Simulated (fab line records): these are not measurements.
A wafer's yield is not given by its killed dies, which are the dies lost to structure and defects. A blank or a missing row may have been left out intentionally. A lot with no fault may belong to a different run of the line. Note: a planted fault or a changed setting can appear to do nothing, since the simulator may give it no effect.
Matching of chambers / flow nand-harc / NHARC_A_CHANNEL_HOLE_D2_DESCUM_15 on rie-diel-09: 4 sister chambers
The step chemistry O2, time 3 s. 20 wafers are shown with their chamber, then 10 later ones without.

WAFERS PAIRED WITH THEIR CHAMBERS
wafer=L075.3; chamber=2; showerhead-plenum-p-Torr (Torr)=1.82; drypump-motor-current-A (A)=5.7; rf-vpp-V (V)=57.2
wafer=L075.4; chamber=3; showerhead-plenum-p-Torr (Torr)=1.78; drypump-motor-current-A (A)=6.2; rf-vpp-V (V)=56.6
wafer=L075.6; chamber=3; showerhead-plenum-p-Torr (Torr)=1.78; drypump-motor-current-A (A)=6.2; rf-vpp-V (V)=57.8
wafer=L075.1; chamber=0; showerhead-plenum-p-Torr (Torr)=1.82; drypump-motor-current-A (A)=5.9; rf-vpp-V (V)=55.8
wafer=L075.2; chamber=1; showerhead-plenum-p-Torr (Torr)=1.97; drypump-motor-current-A (A)=6.3; rf-vpp-V (V)=57.3
wafer=L075.5; chamber=2; showerhead-plenum-p-Torr (Torr)=1.82; drypump-motor-current-A (A)=5.8; rf-vpp-V (V)=58.1
wafer=L078.2; chamber=1; showerhead-plenum-p-Torr (Torr)=1.97; drypump-motor-current-A (A)=6.3; rf-vpp-V (V)=57.1
wafer=L078.5; chamber=2; showerhead-plenum-p-Torr (Torr)=1.82; drypump-motor-current-A (A)=5.8; rf-vpp-V (V)=57.8
wafer=L078.6; chamber=1; showerhead-plenum-p-Torr (Torr)=1.97; drypump-motor-current-A (A)=6.3; rf-vpp-V (V)=57.9
wafer=L081.2; chamber=3; showerhead-plenum-p-Torr (Torr)=1.78; drypump-motor-current-A (A)=6.2; rf-vpp-V (V)=56.3
wafer=L081.3; chamber=2; showerhead-plenum-p-Torr (Torr)=1.82; drypump-motor-current-A (A)=5.8; rf-vpp-V (V)=57.0
wafer=L081.6; chamber=0; showerhead-plenum-p-Torr (Torr)=1.81; drypump-motor-current-A (A)=5.9; rf-vpp-V (V)=55.7
wafer=L080.3; chamber=1; showerhead-plenum-p-Torr (Torr)=1.97; drypump-motor-current-A (A)=6.3; rf-vpp-V (V)=58.4
wafer=L080.4; chamber=3; showerhead-plenum-p-Torr (Torr)=1.78; drypump-motor-current-A (A)=6.2; rf-vpp-V (V)=56.3
wafer=L080.6; chamber=2; showerhead-plenum-p-Torr (Torr)=1.82; drypump-motor-current-A (A)=5.8; rf-vpp-V (V)=57.9
wafer=L082.1; chamber=2; showerhead-plenum-p-Torr (Torr)=1.82; drypump-motor-current-A (A)=5.8; rf-vpp-V (V)=57.5
wafer=L082.2; chamber=3; showerhead-plenum-p-Torr (Torr)=1.78; drypump-motor-current-A (A)=6.1; rf-vpp-V (V)=58.3
wafer=L082.6; chamber=1; showerhead-plenum-p-Torr (Torr)=1.97; drypump-motor-current-A (A)=6.3; rf-vpp-V (V)=57.5
wafer=L086.3; chamber=1; showerhead-plenum-p-Torr (Torr)=1.97; drypump-motor-current-A (A)=6.3; rf-vpp-V (V)=57.0
wafer=L086.4; chamber=3; showerhead-plenum-p-Torr (Torr)=1.78; drypump-motor-current-A (A)=6.1; rf-vpp-V (V)=58.4

SIGNATURES, as means of the wafers listed above
reading=showerhead-plenum-p-Torr; chamber 0=1.8150; chamber 1=1.9700; chamber 2=1.8200; chamber 3=1.7800; scatter within a chamber=0.00177
reading=drypump-motor-current-A; chamber 0=5.900; chamber 1=6.300; chamber 2=5.783; chamber 3=6.167; scatter within a chamber=0.0368
reading=rf-vpp-V; chamber 0=55.750; chamber 1=57.533; chamber 2=57.583; chamber 3=57.283; scatter within a chamber=0.674
Rule: a wafer's distance from a chamber is the root of the sum, over the readings, of the square of ((its reading less the chamber's mean) divided by the reading's scatter). The wafer belongs to the nearest chamber; if the next one is less than 2 further off, it can't be placed. How the scatter is found: for the shown wafers, subtract from each reading the mean of its chamber, square and add these, divide the total by (wafers less chambers), then take the root.

WAFERS WITH NO CHAMBER GIVEN
wafer=L086.6; showerhead-plenum-p-Torr (Torr)=1.82; drypump-motor-current-A (A)=5.8; rf-vpp-V (V)=57.9
wafer=L093.1; showerhead-plenum-p-Torr (Torr)=1.97; drypump-motor-current-A (A)=6.4; rf-vpp-V (V)=59.1
wafer=L093.4; showerhead-plenum-p-Torr (Torr)=1.78; drypump-motor-current-A (A)=6.2; rf-vpp-V (V)=56.0
wafer=L093.6; showerhead-plenum-p-Torr (Torr)=1.81; drypump-motor-current-A (A)=5.8; rf-vpp-V (V)=58.1
wafer=L092.1; showerhead-plenum-p-Torr (Torr)=1.81; drypump-motor-current-A (A)=5.8; rf-vpp-V (V)=57.4
wafer=L092.2; showerhead-plenum-p-Torr (Torr)=1.97; drypump-motor-current-A (A)=6.3; rf-vpp-V (V)=59.0
wafer=L092.5; showerhead-plenum-p-Torr (Torr)=1.81; drypump-motor-current-A (A)=5.9; rf-vpp-V (V)=56.0
wafer=L095.1; showerhead-plenum-p-Torr (Torr)=1.81; drypump-motor-current-A (A)=5.8; rf-vpp-V (V)=56.8
wafer=L095.4; showerhead-plenum-p-Torr (Torr)=1.78; drypump-motor-current-A (A)=6.2; rf-vpp-V (V)=56.6
wafer=L095.5; showerhead-plenum-p-Torr (Torr)=1.78; drypump-motor-current-A (A)=6.2; rf-vpp-V (V)=58.2

CHAMBER TAKEN BY EACH
wafer=L086.6; from the rows above=2; in truth=2
wafer=L093.1; from the rows above=1; in truth=1
wafer=L093.4; from the rows above=3; in truth=3
wafer=L093.6; from the rows above=can't be placed: 0 or 2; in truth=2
wafer=L092.1; from the rows above=can't be placed: 0 or 2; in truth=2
wafer=L092.2; from the rows above=1; in truth=1
wafer=L092.5; from the rows above=0; in truth=0
wafer=L095.1; from the rows above=can't be placed: 0 or 2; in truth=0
wafer=L095.4; from the rows above=3; in truth=3
wafer=L095.5; from the rows above=3; in truth=3
7 of 10 placed correctly. Can't be placed from these rows: 3 (the true chamber is among the candidates in 3). Wrongly placed: 0.
